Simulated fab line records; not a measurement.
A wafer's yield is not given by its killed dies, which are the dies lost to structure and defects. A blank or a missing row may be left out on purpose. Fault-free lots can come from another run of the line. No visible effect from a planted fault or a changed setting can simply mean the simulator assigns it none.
Which tool is to blame?	flow nand_harc	10 lots with 30 wafers sampled at 5 steps, on a route of 1302 steps

== WHAT THE GAUGES READ, wafer by wafer ==
NHARC_P_M0_OVL_MEAS_10: pitch 180 nm. Usual: overlay_x_nm 0.2 nm, standard deviation 0.84; overlay_y_nm 0.1 nm, standard deviation 0.75.
lot	measured	on	overlay_x_nm (nm)	overlay_y_nm (nm)	flag
L186	day 7 09:53	overlay-02	0.1 0.3 0.1	0.3 0.2 0.1	
L191	day 9 15:43	overlay-01	1.6 1.2 1.6	0.3 0.8 0.6	
L197	day 11 23:59	overlay-02	-0.4 -0.1 -1.0	-0.5 -0.8 -0.9	
L198	day 12 05:47	overlay-02	-0.2 0.3 0.2	1.4 0.5 0.0	
L199	day 12 11:38	overlay-01	-1.4 -1.3 -1.2	0.5 0.2 -0.2	
L201	day 13 16:28	overlay-01	0.1 0.1 -0.5	0.1 -0.3 0.3	
L203	day 14 06:08	overlay-02	0.5 0.0 -0.7	0.9 0.5 0.6	
L204	day 15 06:04	overlay-02	0.0 -0.3 0.4	0.3 -0.2 -0.2	
L205	day 15 11:05	overlay-02	0.2 -0.5 0.0	0.3 0.2 0.2	
L206	day 15 17:38	overlay-01	-0.3 -0.7 -0.2	-0.7 -0.3 -0.3	

NHARC_END_SORT_01. Usual: defect_limited_yield 92.0 %, standard deviation 2.6; killed_at_array 49, standard deviation 18; killed_at_other 0.8, standard deviation 1; killed_at_periphery 4.2, standard deviation 2.8; killed_dies 54, standard deviation 18; killed_open 3.0, standard deviation 1.7; killed_short 2.5, standard deviation 1.6; sort_bin_2_pct 2.8 %, standard deviation 1.2; sort_bin_3_pct 0.6 %, standard deviation 0.37; sort_bin_4_pct 4.6 %, standard deviation 1.5; sort_n_pass 623, standard deviation 18; sort_rim_yield_pct 92 %, standard deviation 4.2; sort_yield_pct 92.0 %, standard deviation 2.6.
lot	measured	on	defect_limited_yield (%)	killed_at_array	killed_at_other	killed_at_periphery	killed_dies	killed_open	killed_short	sort_bin_2_pct (%)	sort_bin_3_pct (%)	sort_bin_4_pct (%)	sort_n_pass	sort_rim_yield_pct (%)	sort_yield_pct (%)	flag
L186	day 26 05:13	prober-02	93.1 94.4 95.3	42 34 27	0 0 0	5 4 5	47 38 32	2 5 3	6 3 1	2.2 1.0 1.2	0.3 0.3 0.4	4.4 4.3 3.1	630 639 645	97 97 93	93.1 94.4 95.3	
L191	day 27 23:35	prober-02	86.6 88.2 84.6	84 73 99	1 1 0	6 6 5	91 80 104	5 3 5	2 4 2	4.4 4.6 6.4	0.7 1.2 0.9	8.3 6.1 8.1	586 597 573	95 92 89	86.6 88.2 84.6	
L197	day 30 17:14	prober-01	88.5 88.3 88.0	74 76 75	0 1 2	4 2 4	78 79 81	3 2 8	2 4 1	3.0 4.0 4.6	1.8 1.6 0.6	6.8 6.1 6.8	599 598 596	85 90 81	88.5 88.3 88.0	
L198	day 30 15:37	prober-02	94.4 94.5 94.8	34 34 28	0 0 0	4 3 7	38 37 35	5 4 6	3 4 0	1.9 1.0 1.3	0.1 0 0.1	3.5 4.4 3.7	639 640 642	90 97 92	94.4 94.5 94.8	
L199	day 31 19:52	prober-01	86.9 90.5 86.9	85 60 80	0 0 0	4 4 9	89 64 89	3 3 4	3 0 2	4.1 3.7 5.0	0.9 0.6 0.7	8.1 5.2 7.4	588 613 588	92 85 94	86.9 90.5 86.9	
L201	day 32 18:35	prober-01	92.8 91.7 92.2	40 51 45	0 1 0	9 4 8	49 56 53	5 5 4	2 1 3	2.4 3.8 2.1	0.3 0.9 0.6	4.6 3.5 5.2	628 621 624	85 92 86	92.8 91.7 92.2	
L203	day 33 02:23	prober-01	89.5 89.4 91.1	66 65 54	0 0 0	5 7 6	71 72 60	5 1 4	4 4 4	2.7 3.4 3.8	0.4 1.3 0.7	7.4 5.9 4.3	606 605 617	91 93 88	89.5 89.4 91.1	
L204	day 33 07:29	prober-02	89.7 89.8 94.4	67 66 33	0 0 0	3 3 5	70 69 38	4 3 4	3 4 2	3.7 2.2 2.5	1.0 0.7 0.1	5.6 7.2 3.0	607 608 639	88 89 88	89.7 89.8 94.4	
L205	day 34 06:12	prober-02	94.2 90.3 92.3	36 62 50	0 3 1	3 1 1	39 66 52	2 1 2	2 2 3	2.1 4.3 2.2	0.6 0.9 0.7	3.1 4.6 4.7	638 611 625	91 98 91	94.2 90.3 92.3	
L206	day 34 07:01	prober-01	90.4 91.1 91.7	61 55 53	2 3 1	2 2 2	65 60 56	2 1 3	3 1 4	3.7 3.5 3.1	0.3 0.7 0.9	5.6 4.6 4.3	612 617 621	91 90 92	90.4 91.1 91.7	

== EACH LOT AND THE TOOL THAT RAN IT (in order: tool; ch and the chambers of the sampled wafers; start) ==
lot	NHARC_P_CONTACT_ETCH_31	NHARC_P_M0_DESCUM_14	NHARC_P_M0_ETCH_34
L186	rie_diel-11 ch 0,1, day 7 09:53 or earlier	rie_diel-13 ch 2,3, day 7 09:59	rie_diel-13 ch 0,3, day 7 10:04
L191	rie_diel-11 ch 0,3, day 9 15:43 or earlier	rie_diel-13 ch 2,3, day 9 15:49	rie_diel-13 ch 0,2,3, day 9 15:54
L197	rie_diel-10 ch 1,2,3, day 11 23:59 or earlier	rie_diel-13 ch 1,2, day 12 00:05	rie_diel-13 ch 0,1, day 12 00:10
L198	rie_diel-10 ch 1,2,3, day 12 05:47 or earlier	rie_diel-13 ch 0,2,3, day 12 05:53	rie_diel-13 ch 1,2,3, day 12 05:58
L199	rie_diel-11 ch 0,1, day 12 11:38 or earlier	rie_diel-04 ch 0,3, day 12 11:45	rie_diel-04 ch 0,2,3, day 12 11:50
L201	rie_diel-06 ch 0,1,2, day 13 16:28 or earlier	rie_diel-13 ch 1,2,3, day 13 16:33	rie_diel-13 ch 0,2,3, day 13 16:38
L203	rie_diel-10 ch 0,2, day 14 06:08 or earlier	rie_diel-08 ch 0,1,3, day 14 06:15	rie_diel-08 ch 0,3, day 14 06:19
L204	rie_diel-10 ch 0,1,3, day 15 06:04 or earlier	rie_diel-04 ch 1,2,3, day 15 06:10	rie_diel-04 ch 0,1,3, day 15 06:14
L205	rie_diel-06 ch 0,1,2, day 15 11:05 or earlier	rie_diel-08 ch 1,2,3, day 15 11:12	rie_diel-08 ch 0,2,3, day 15 11:16
L206	rie_diel-06 ch 0,3, day 15 17:38 or earlier	rie_diel-08 ch 0,2,3, day 15 17:44	rie_diel-08 ch 1,2,3, day 15 17:49
- NHARC_P_CONTACT_ETCH_31: etches the open film in CH3F/O2, target depth 30 nm, time 85.7 s.
- NHARC_P_M0_DESCUM_14: chemistry O2, time 3 s.
- NHARC_P_M0_ETCH_34: etches the open film in N2/H2, target depth 40 nm, overetch 12 nm, time 43.94 s.

== AS READ BY THE TOOLS THEMSELVES (means over the sampled wafers that have a number; for cases with no such wafer, the mark the record gives instead) ==
NHARC_P_CONTACT_ETCH_31. Usual: drypump_motor_current_A 5.4 A, standard deviation 0.4; mfc_ar_sccm 200.0 sccm, standard deviation 0.57; oes_product_au 0.981 a.u., standard deviation 0.013; rf_vpp_V 244.3 V, standard deviation 1.7; showerhead_plenum_p_Torr 2.45 Torr, standard deviation 0.12; throttle_valve_pct 20.662 %, standard deviation 0.0093.
lot	tool	drypump_motor_current_A (A)	mfc_ar_sccm (sccm)	oes_product_au (a.u.)	rf_vpp_V (V)	showerhead_plenum_p_Torr (Torr)	throttle_valve_pct (%)	flag
L186	rie_diel-11	5.1	200.0	0.982	242.4	2.34	20.660	
L191	rie_diel-11	5.6	200.0	0.990	244.5	2.45	20.659	
L197	rie_diel-10	5.5	199.8	0.990	244.1	2.44	20.665	
L198	rie_diel-10	5.5	199.7	0.993	243.6	2.44	20.654	
L199	rie_diel-11	5.1	199.4	0.995	243.3	2.38	20.672	
L201	rie_diel-06	5.6	199.9	0.960	245.2	2.53	20.658	
L203	rie_diel-10	5.7	200.0	0.968	244.7	2.46	20.656	
L204	rie_diel-10	5.4	200.0	0.978	245.4	2.47	20.658	
L205	rie_diel-06	5.6	200.4	0.959	244.9	2.53	20.660	
L206	rie_diel-06	5.4	200.1	0.985	243.1	2.38	20.664	

NHARC_P_M0_DESCUM_14. Usual: drypump_motor_current_A 5.7 A, standard deviation 0.36; mfc_ar_sccm 0.010 sccm, standard deviation 0.013; oes_product_au 1.000 a.u., standard deviation 0.0091; rf_vpp_V 57.6 V, standard deviation 0.82; showerhead_plenum_p_Torr 1.88 Torr, standard deviation 0.075; throttle_valve_pct 11.310 %, standard deviation 0.0091.
lot	tool	drypump_motor_current_A (A)	mfc_ar_sccm (sccm)	oes_product_au (a.u.)	rf_vpp_V (V)	showerhead_plenum_p_Torr (Torr)	throttle_valve_pct (%)	flag
L186	rie_diel-13	6.0	0.002	1.007	57.7	1.88	11.306	
L191	rie_diel-13	6.1	0.004	1.001	56.4	1.85	11.307	
L197	rie_diel-13	6.2	0.006	0.990	56.7	1.83	11.304	
L198	rie_diel-13	5.8	0.002	0.998	57.5	1.83	11.311	
L199	rie_diel-04	5.2	0.000	0.993	58.4	2.02	11.310	
L201	rie_diel-13	6.1	0.004	0.995	57.9	1.85	11.316	
L203	rie_diel-08	5.7	0.009	0.998	58.2	1.87	11.312	
L204	rie_diel-04	5.7	0.023	0.997	58.1	1.90	11.313	
L205	rie_diel-08	5.8	0.007	0.996	58.0	1.90	11.301	
L206	rie_diel-08	5.6	0.012	1.002	57.9	1.85	11.312	

NHARC_P_M0_ETCH_34. Usual: drypump_motor_current_A 5.8 A, standard deviation 0.37; mfc_ar_sccm 0.009 sccm, standard deviation 0.013; n2_flow_sccm 150.0 sccm, standard deviation 0.42; oes_product_au 0.999 a.u., standard deviation 0.0086; rf_vpp_V 429.7 V, standard deviation 2.5; showerhead_plenum_p_Torr 2.01 Torr, standard deviation 0.084; throttle_valve_pct 14.172 %, standard deviation 0.0084.
lot	tool	drypump_motor_current_A (A)	mfc_ar_sccm (sccm)	n2_flow_sccm (sccm)	oes_product_au (a.u.)	rf_vpp_V (V)	showerhead_plenum_p_Torr (Torr)	throttle_valve_pct (%)	flag
L186	rie_diel-13	5.5	0.000	149.6	1.006	427.4	1.93	14.165	
L191	rie_diel-13	5.8	0.002	150.2	0.955	429.0	1.95	14.166	OFF
L197	rie_diel-13	5.9	0.004	150.1	0.994	427.5	1.93	14.173	
L198	rie_diel-13	6.1	0.004	150.1	1.001	428.0	1.97	14.171	
L199	rie_diel-04	5.6	0.014	149.8	0.998	430.9	2.09	14.175	
L201	rie_diel-13	5.8	0.002	149.6	1.002	427.3	1.95	14.173	
L203	rie_diel-08	5.7	0.007	149.4	1.005	429.0	1.98	14.165	
L204	rie_diel-04	5.4	0.008	150.2	0.998	431.9	2.09	14.168	
L205	rie_diel-08	5.7	0.012	150.1	1.003	429.4	1.97	14.171	
L206	rie_diel-08	5.9	0.007	149.8	0.994	430.3	2.02	14.166	

== THE ANSWER, worked out from the rows above alone ==
Rule: a lot counts as off when the mean over its wafers that have a number is more than 3 standard deviations away from the usual mean. Also off: a lot with no number at a reading for which 4 or more lots have one. The other lots that the step has rows for count as sound. First the gauges in route order, then the tools' own readings, where a lot's mean is used as printed above. At the first step where some lot is off, the reading lying furthest off is the one used; lots without a number count as furthest.
Off: L191, at NHARC_P_M0_ETCH_34 (oes_product_au).
If a tool, at that step or one of the process steps before it, ran each lot that is off and ran no sound lot following the first of them, it fits. NHARC_P_CONTACT_ETCH_31: start missing for some lots; hours and lot order therefore follow NHARC_P_M0_OVL_MEAS_10. No candidate that was tried fits.

== WHAT THE SIMULATOR HAD INSERTED ==
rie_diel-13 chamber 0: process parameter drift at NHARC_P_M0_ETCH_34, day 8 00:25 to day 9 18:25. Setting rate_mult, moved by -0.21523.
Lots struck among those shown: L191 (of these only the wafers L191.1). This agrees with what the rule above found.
